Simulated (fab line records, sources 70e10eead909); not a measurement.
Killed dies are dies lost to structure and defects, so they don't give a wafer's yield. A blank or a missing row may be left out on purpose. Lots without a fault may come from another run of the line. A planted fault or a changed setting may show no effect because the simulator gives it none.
Problem report in the 8D (eight disciplines) form, filled by code | flow nand_harc | the parts of the form that need people (team, actions taken, sign-off) are left out

1. THE PROBLEM
raw_defect_count at NHARC_P_M2_INSPECT_11 reads a mean of 276.0 on 2 wafers of 2 lots; wafers without a fault read 4.7 with a standard deviation of 2.7. That is +99 or more standard deviations from the usual mean.
First seen on wafer L234.1, day 13 08:05, on defect_inspect-02. The record holds 33 wafers of 11 lots with a number at this step. Rule for "out", or "out of limits": more than 4 standard deviations from the usual mean. The other wafers with a number count as sound.

2. WHAT IT IS AND WHAT IT IS NOT
question                    | is                                   | is not
which readings at this step | raw_defect_count                     | -
which lots                  | L234, L236                           | L218, L219, L222, L225, L228, L238, L239, L240, L241
which wafers of those lots  | L234.1, L236.5                       | L234.4, L234.6, L236.3, L236.4
read on which gauges        | defect_inspect-01, defect_inspect-02 | -
when                        | from day 13 08:05                    | up to then (17 sound wafers); but 14 sound wafers of L236, L238, L239, L240, L241 came after

3. SUSPECTS, AND WHAT RULES EACH OUT
Counting: a tool at a process step up to the reading stays a suspect if it ran every lot that is out. Sound lots after the first of them don't rule it out here, since some wafers of a struck lot are sound.
- the gauge at NHARC_P_M2_INSPECT_11: ruled out. The wafers that are out were read on 2 gauges (defect_inspect-01, defect_inspect-02).
- pecvd-03 at NHARC_P_M2_DEP_00 (deposits SiOC, target thk 182.5 nm): kept. It ran every lot that is out, first L234 (day 13 07:10); its last sound lot up to then is L228 (day 10 21:24).
- Within pecvd-03 at NHARC_P_M2_DEP_00: the wafers that are out ran in chamber 0; their sound lot-mates ran in chambers 1, 2.
Left after counting: pecvd-03 at NHARC_P_M2_DEP_00.

4. THE CAUSE (what the simulator had put in)
Chamber particle source: pecvd-03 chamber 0, from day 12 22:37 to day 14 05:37, at NHARC_P_M2_DEP_00. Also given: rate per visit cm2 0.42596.
Counting left only this tool.

5. THE CHAIN OF EFFECTS, in route order
Each row: a reading whose mean over the struck wafers that have a number lies more than 3 standard deviations from the usual. Only readings for which the record gives a usual standard deviation are gone through. hours: the time from each lot's start at the first step in this table that gives one to its start at this step, as a median over the lots. sigmas: the change in usual standard deviations.
hours | step                  | reading              | usual | on struck wafers | change | sigmas
0     | NHARC_P_M2_INSPECT_11 | raw_defect_count     | 4.7   | 276.0            | +271.3 | +99 or more
432   | NHARC_END_SORT_01     | defect_limited_yield | 92 %  | 82               | -10    | -3.2
432   | NHARC_END_SORT_01     | killed_at_periphery  | 3.7   | 66.5             | +62.8  | +29
432   | NHARC_END_SORT_01     | killed_dies          | 57    | 122              | +64    | +3.2
432   | NHARC_END_SORT_01     | sort_bin_3_pct       | 0.6 % | 2.4              | +1.8   | +4.4
432   | NHARC_END_SORT_01     | sort_n_pass          | 620   | 556              | -64    | -3.2
432   | NHARC_END_SORT_01     | sort_yield_pct       | 92 %  | 82               | -10    | -3.2
Later measuring or inspecting steps at which every struck wafer that the step has a row for has a number for every such reading, and none has moved that far: NHARC_P_M2_CD_MEAS_16.

6. WHAT WOULD HAVE CAUGHT IT SOONER
In this record the first reading out of limits at a measuring or inspecting step was taken at day 13 08:05, 9 hours after the fault began at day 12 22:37.
Of the tool readings at NHARC_P_M2_DEP_00 for which the record gives a usual standard deviation, none was out on any struck wafer, so an alarm limit of 4 standard deviations on them would not have fired.
Of the lots that are out (2), L236 began NHARC_P_M2_DEP_00 on pecvd-03 after day 13 08:05. A hold on the tool at that time would have spared it.
